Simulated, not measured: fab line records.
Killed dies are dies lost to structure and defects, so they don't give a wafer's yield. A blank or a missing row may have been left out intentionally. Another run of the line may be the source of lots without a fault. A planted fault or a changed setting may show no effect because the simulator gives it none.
8D (eight disciplines) problem report, filled in by code :: flow nand-harc :: the parts of the form that need people (team, actions taken, sign-off) are left out

## 1. THE ISSUE
At NHARC_P_GATE_INSPECT_28, raw-defect-count averages 1192.3 over 6 wafers from 2 lots, while fault-free wafers read 6.2, standard deviation 2.8. That is +99 or more standard deviations from the usual mean.
First seen on wafer L268.2, day 7 07:49, on defect-inspect-01. Wafers with a number at this step in the record: 33, from 11 lots. Rule for "out" (also "out of limits"): further than 4 standard deviations from the usual mean. The other wafers with a number count as sound.

## 2. WHAT IT IS, WHAT IT ISN'T
question: which readings at this step
is: raw-defect-count
is not: -

question: which lots
is: L268, L271
is not: L262, L263, L266, L267, L269, L279, L280, L281, L282

question: which wafers of those lots
is: all that have a number
is not: -

question: read on which gauges
is: defect-inspect-01, defect-inspect-02
is not: -

question: when
is: from day 7 07:49
is not: up to then (12 sound wafers); but 15 sound wafers of L269, L279, L280, L281, L282 came after

## 3. WHAT RULES OUT EACH SUSPECT
Counting: a tool at a process step up to the reading stays a suspect if it ran every lot that is out and no sound lot after the first of them.
- the gauge at NHARC_P_GATE_INSPECT_28: ruled out. 2 gauges (defect-inspect-01, defect-inspect-02) read the wafers that are out.
- acl-dep-01 at NHARC_P_GATE_HM_DEP_102 (deposits aC, target thk 120 nm): ruled out as a lasting fault. Following L268 (day 7 06:28), the first lot on it that is out, the sound lots L279, L280, L281, L282 were run on it.
Left after counting: nothing in the record.

## 4. THE CAUSE (what the simulator had put in)
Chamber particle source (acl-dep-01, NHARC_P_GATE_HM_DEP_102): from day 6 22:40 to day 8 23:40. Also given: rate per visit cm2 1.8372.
The count ruled it out by mistake, since the rule takes a fault to strike every lot its tool runs from the start of the fault on, and this one did not do so.

## 5. THE EFFECT CHAIN, in route order
Each row: a reading where the mean over the struck wafers with a number is more than 3 standard deviations away from the usual. Readings are gone through only where the record gives a usual standard deviation; hours: the median, over the lots, of the time from a lot's start at the first step in this table giving one to that lot's start at this step; sigmas: the change measured in usual standard deviations.
hours: 0
step: NHARC_P_GATE_INSPECT_28
reading: raw-defect-count
usual: 6.2
on struck wafers: 1192.3
change: +1186.1
sigmas: +99 or more

hours: 18
step: NHARC_P_GATE_INSPECT_68
reading: raw-defect-count
usual: 220
on struck wafers: 1330
change: +1110
sigmas: +11

hours: 466
step: NHARC_END_SORT_01
reading: killed-at-periphery
usual: 3.4
on struck wafers: 83.3
change: +79.9
sigmas: +36

hours: 466
step: NHARC_END_SORT_01
reading: killed-dies
usual: 59
on struck wafers: 139
change: +80
sigmas: +5.3

## 6. HOW IT WOULD HAVE BEEN CAUGHT EARLIER
Counted from the fault's start at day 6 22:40, it took 9 hours until the first out-of-limits reading at a measuring or inspecting step in this record, taken at day 7 07:49.
An alarm limit of 4 standard deviations would not have fired on the tool readings at NHARC_P_GATE_HM_DEP_102 for which the record gives a usual standard deviation, since none of them was out on any struck wafer.
